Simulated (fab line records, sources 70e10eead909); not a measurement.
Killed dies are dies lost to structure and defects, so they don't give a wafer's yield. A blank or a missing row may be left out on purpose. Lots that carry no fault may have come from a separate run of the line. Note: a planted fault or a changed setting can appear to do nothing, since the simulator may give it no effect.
Matching of chambers ; flow nand harc ; NHARC_A_STAIRCASE_CMP_450 on cmp-04: 4 sister chambers
The step polishes SiO2, target thk 200 nm. 4 wafers are shown with their chamber, then 7 later ones without.

WAFERS, EACH WITH ITS CHAMBER
wafer;chamber;motor current A (A)
L085.1;3;12.9
L085.2;1;13.0
L086.3;0;13.2
L086.4;2;13.8

WAFERS WITHOUT THEIR CHAMBER
wafer;motor current A (A)
L086.6;12.9
L089.2;13.3
L089.4;13.2
L089.5;13.7
L095.2;12.2
L095.4;13.3
L095.6;12.2

THE CHAMBER EACH PASSED THROUGH
wafer;from the rows above;in truth
L086.6;can't be placed: 3 or 1 or 0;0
L089.2;can't be placed: 0 or 1 or 3 or 2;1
L089.4;can't be placed: 0 or 1 or 3 or 2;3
L089.5;can't be placed: 2 or 0 or 1 or 3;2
L095.2;can't be placed: 3 or 1 or 0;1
L095.4;can't be placed: 0 or 1 or 3 or 2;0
L095.6;can't be placed: 3 or 1 or 0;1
Placed correctly: 0 of 7. These rows do not allow placing 7 (true chamber among the candidates in 7). Number placed wrongly: 0.
How it was worked out, from the rows above alone: a wafer's distance from a chamber is the root of the sum, over the readings, of the square of ((its reading less the chamber's mean) divided by the reading's scatter). If the next closest chamber is less than 2 further off than the closest, the wafer can't be placed; otherwise it belongs to the closest. For every chamber, the mean is computed from those of its wafers that are shown. The scatter: with one shown wafer a chamber, the root of the mean of the squares of how far each hidden wafer lies from its nearest shown one.
